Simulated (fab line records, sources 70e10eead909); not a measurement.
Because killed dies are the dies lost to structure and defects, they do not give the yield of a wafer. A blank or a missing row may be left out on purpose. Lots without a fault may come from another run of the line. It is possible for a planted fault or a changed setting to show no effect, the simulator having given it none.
Which tool is to blame? | flow nand-harc | 36 wafers from 12 lots sampled at 6 of the route's 1302 steps

## WHAT THE GAUGES SHOWED, per wafer
NHARC_P_ZERO_WELL_CD_MEAS_24: the cd target is 720 nm. Usual: cd-nm reads 719.9 nm (standard deviation 1.9).
lot  | measured     | on        | cd-nm (nm)        | flag
L701 | day 3 04:35  | cd-sem-02 | 720.4 718.6 722.0 |
L703 | day 4 00:54  | cd-sem-01 | 719.9 722.4 721.6 |
L704 | day 4 10:35  | cd-sem-02 | - - -             | OFF
L705 | day 4 20:26  | cd-sem-01 | 720.4 720.6 720.2 |
L707 | day 5 16:28  | cd-sem-02 | 719.4 714.1 715.2 |
L713 | day 8 04:35  | cd-sem-02 | 718.8 721.0 720.0 |
L714 | day 8 14:24  | cd-sem-01 | 719.9 719.8 717.2 |
L716 | day 9 10:58  | cd-sem-01 | 720.0 722.4 720.8 |
L718 | day 10 06:29 | cd-sem-02 | 719.9 719.3 718.1 |
L719 | day 10 16:21 | cd-sem-01 | 720.8 719.6 718.2 |
L720 | day 11 02:35 | cd-sem-03 | 719.9 721.4 717.6 |
L721 | day 11 12:29 | cd-sem-01 | 718.5 718.9 719.1 |

NHARC_END_SORT_01. Usual: killed-at-array 52, standard deviation 18; killed-at-other 0.6, standard deviation 0.83; killed-at-periphery 4.3, standard deviation 2.8; killed-dies 57, standard deviation 19; killed-open 3.4, standard deviation 2; killed-short 2.5, standard deviation 1.7.
lot  | measured     | on        | killed-at-array | killed-at-other | killed-at-periphery | killed-dies | killed-open | killed-short | flag
L704 | day 26 12:28 | prober-02 | 50 56 46        | 1 1 0           | 626 620 631         | 677 677 677 | 2 4 1       | 3 3 1        | OFF

## WHAT TOOL EACH LOT RAN ON (gives the tool, then ch and the chambers of the sampled wafers, and finally the start)
lot  | NHARC_P_ZERO_WELL_EXPOSE_21       | NHARC_P_ZERO_WELL_RTA_42         | NHARC_P_STI_CMP_21            | NHARC_P_GATE_ALD_36
L701 | krf-scanner-04 ch 0, day 3 04:25  | rtp-anneal-02 ch 0, day 3 09:00  | cmp-02 ch 0,3, day 4 17:50    | ald-sin-01 ch 1,3, day 6 04:26
L703 | krf-scanner-04 ch 0, day 4 00:45  | rtp-anneal-01 ch 0, day 4 05:22  | cmp-01 ch 1,3, day 5 15:36    | ald-sin-04 ch 0,1,3, day 7 02:52
L704 | krf-scanner-02 ch 0, day 4 10:26  | rtp-anneal-02 ch 0, day 4 15:00  | -                             | -
L705 | krf-scanner-02 ch 0, day 4 20:16  | rtp-anneal-02 ch 0, day 5 00:43  | cmp-02 ch 0,2, day 6 10:58    | ald-sin-02 ch 0,2, day 7 19:58
L707 | krf-scanner-04 ch 0, day 5 16:18  | rtp-anneal-01 ch 0, day 5 20:38  | cmp-04 ch 0,2,3, day 7 06:15  | ald-sin-01 ch 0,2,3, day 8 16:37
L713 | krf-scanner-01 ch 0, day 8 04:26  | rtp-anneal-02 ch 0, day 8 08:47  | cmp-02 ch 0,3, day 9 21:21    | ald-sin-02 ch 1,2,3, day 11 07:48
L714 | krf-scanner-01 ch 0, day 8 14:14  | rtp-anneal-01 ch 0, day 8 18:41  | cmp-04 ch 0,2, day 10 06:57   | ald-sin-01 ch 2,3, day 11 20:24
L716 | krf-scanner-01 ch 0, day 9 10:48  | rtp-anneal-01 ch 0, day 9 15:23  | cmp-04 ch 1,2,3, day 11 01:12 | ald-sin-02 ch 0,1,2, day 12 16:56
L718 | krf-scanner-04 ch 0, day 10 06:19 | rtp-anneal-02 ch 0, day 10 10:49 | cmp-04 ch 0,1,2, day 11 23:35 | ald-sin-01 ch 0,1,3, day 13 12:31
L719 | krf-scanner-04 ch 0, day 10 16:11 | rtp-anneal-02 ch 0, day 10 20:38 | cmp-04 ch 0,1,2, day 12 06:52 | ald-sin-04 ch 0,3, day 13 16:19
L720 | krf-scanner-02 ch 0, day 11 02:25 | rtp-anneal-02 ch 0, day 11 06:55 | cmp-04 ch 0,1,3, day 12 19:11 | ald-sin-02 ch 0,1,2, day 14 06:53
L721 | krf-scanner-02 ch 0, day 11 12:20 | rtp-anneal-02 ch 0, day 11 17:28 | cmp-01 ch 0,2,3, day 13 03:19 | ald-sin-01 ch 1,2,3, day 14 11:04
- NHARC_P_ZERO_WELL_EXPOSE_21: exposes mask P NWELL, target cd 720 nm.
- NHARC_P_ZERO_WELL_RTA_42: time 300 s.
- NHARC_P_STI_CMP_21: polishes, t overpolish 20 s, target thk 380.67 nm.
- NHARC_P_GATE_ALD_36: deposits SiNx, target thk 20 nm, pulse time 60 s, ald cycles 223.

## WHAT THE TOOLS THEMSELVES READ (means of the sampled wafers that have a number; where no wafer has one, the mark that the record gives instead)
NHARC_P_ZERO_WELL_EXPOSE_21. Usual: focus-offset-nm reads 0.0 nm (standard deviation 0.51).
lot  | tool           | focus-offset-nm (nm) | flag
L701 | krf-scanner-04 | -0.1                 |
L703 | krf-scanner-04 | -0.7                 |
L704 | krf-scanner-02 | -0.2                 |
L705 | krf-scanner-02 | -0.2                 |
L707 | krf-scanner-04 | 0.4                  |
L713 | krf-scanner-01 | 0.0                  |
L714 | krf-scanner-01 | 0.2                  |
L716 | krf-scanner-01 | 0.3                  |
L718 | krf-scanner-04 | 0.0                  |
L719 | krf-scanner-04 | -0.0                 |
L720 | krf-scanner-02 | -0.5                 |
L721 | krf-scanner-02 | 0.4                  |

NHARC_P_ZERO_WELL_RTA_42. Usual: lamp-power-pct 38.7 %, standard deviation 1.7; lamp_zone_5_pct 38.7 %, standard deviation 1.7; lamp_zone_7_pct 39.1 %, standard deviation 1.7; wafer_temp_C_max 1107.2, standard deviation 1.3.
lot  | tool          | lamp-power-pct (%) | lamp_zone_5_pct (%) | lamp_zone_7_pct (%) | wafer_temp_C_max | flag
L701 | rtp-anneal-02 | 40.3               | 40.3                | 40.6                | 1108.8           |
L703 | rtp-anneal-01 | 36.9               | 37.0                | 37.3                | 1107.5           |
L704 | rtp-anneal-02 | 40.2               | 40.2                | 40.5                | 1107.4           |
L705 | rtp-anneal-02 | 40.3               | 40.3                | 40.7                | 1107.3           |
L707 | rtp-anneal-01 | 36.9               | 36.9                | 37.2                | 1108.9           |
L713 | rtp-anneal-02 | 40.2               | 40.2                | 40.6                | 1108.2           |
L714 | rtp-anneal-01 | 36.9               | 36.9                | 37.2                | 1106.0           |
L716 | rtp-anneal-01 | 36.9               | 36.9                | 37.2                | 1106.2           |
L718 | rtp-anneal-02 | 40.3               | 40.3                | 40.6                | 1107.6           |
L719 | rtp-anneal-02 | 40.3               | 40.3                | 40.7                | 1107.5           |
L720 | rtp-anneal-02 | 40.2               | 40.1                | 40.6                | 1109.1           |
L721 | rtp-anneal-02 | 40.2               | 40.2                | 40.5                | 1107.3           |

NHARC_P_STI_CMP_21. Usual: motor-current-A 11.9 A, standard deviation 0.9; overpolish-run-s 20.000 s, standard deviation 0.0098.
lot  | tool   | motor-current-A (A) | overpolish-run-s (s) | flag
L701 | cmp-02 | 13.6                | 20.007               |
L703 | cmp-01 | 11.9                | 19.991               |
L705 | cmp-02 | 12.2                | 19.994               |
L707 | cmp-04 | 11.5                | 19.989               |
L713 | cmp-02 | 13.1                | 19.994               |
L714 | cmp-04 | 11.7                | 19.997               |
L716 | cmp-04 | 11.8                | 20.012               |
L718 | cmp-04 | 11.9                | 19.991               |
L719 | cmp-04 | 11.8                | 20.000               |
L720 | cmp-04 | 11.1                | 20.001               |
L721 | cmp-01 | 11.9                | 20.002               |

NHARC_P_GATE_ALD_36. Usual: heater-power-w 807 W, standard deviation 86; precursor-pulse-height-rel 1.000, standard deviation 0.018.
lot  | tool       | heater-power-w (W) | precursor-pulse-height-rel | flag
L701 | ald-sin-01 | 727                | 0.998                      |
L703 | ald-sin-04 | 761                | 0.986                      |
L705 | ald-sin-02 | 814                | 0.993                      |
L707 | ald-sin-01 | 776                | 1.006                      |
L713 | ald-sin-02 | 895                | 0.992                      |
L714 | ald-sin-01 | 791                | 1.000                      |
L716 | ald-sin-02 | 891                | 0.989                      |
L718 | ald-sin-01 | 741                | 0.997                      |
L719 | ald-sin-04 | 709                | 1.015                      |
L720 | ald-sin-02 | 853                | 0.996                      |
L721 | ald-sin-01 | 785                | 1.000                      |

## THE ANSWER, worked out from the rows above alone
Rule: lot off if the mean of its wafers having a number is beyond 3 standard deviations from the usual mean. A lot without any number at a reading at which 4 lots or more have one is off too. All remaining lots with rows at the step are treated as sound. Order of review: gauges by route order, followed by the tools' own readings, for which a lot's mean as printed above is used. At the first step where some lot is off, the reading lying furthest off is the one used; lots without a number count as furthest.
Off at NHARC_P_ZERO_WELL_CD_MEAS_24 (cd-nm): L704. Without a number there: L704.
A tool fits if, at a process step before that reading, it ran every lot that is off, and no sound lot after the first of them. Not tried: the gauges at NHARC_P_ZERO_WELL_CD_MEAS_24; whatever is off there is also off at NHARC_END_SORT_01, on other tools, and gauge error can't account for it. Of those tried, none fits.

## WHAT HAD BEEN PUT IN BY THE SIMULATOR
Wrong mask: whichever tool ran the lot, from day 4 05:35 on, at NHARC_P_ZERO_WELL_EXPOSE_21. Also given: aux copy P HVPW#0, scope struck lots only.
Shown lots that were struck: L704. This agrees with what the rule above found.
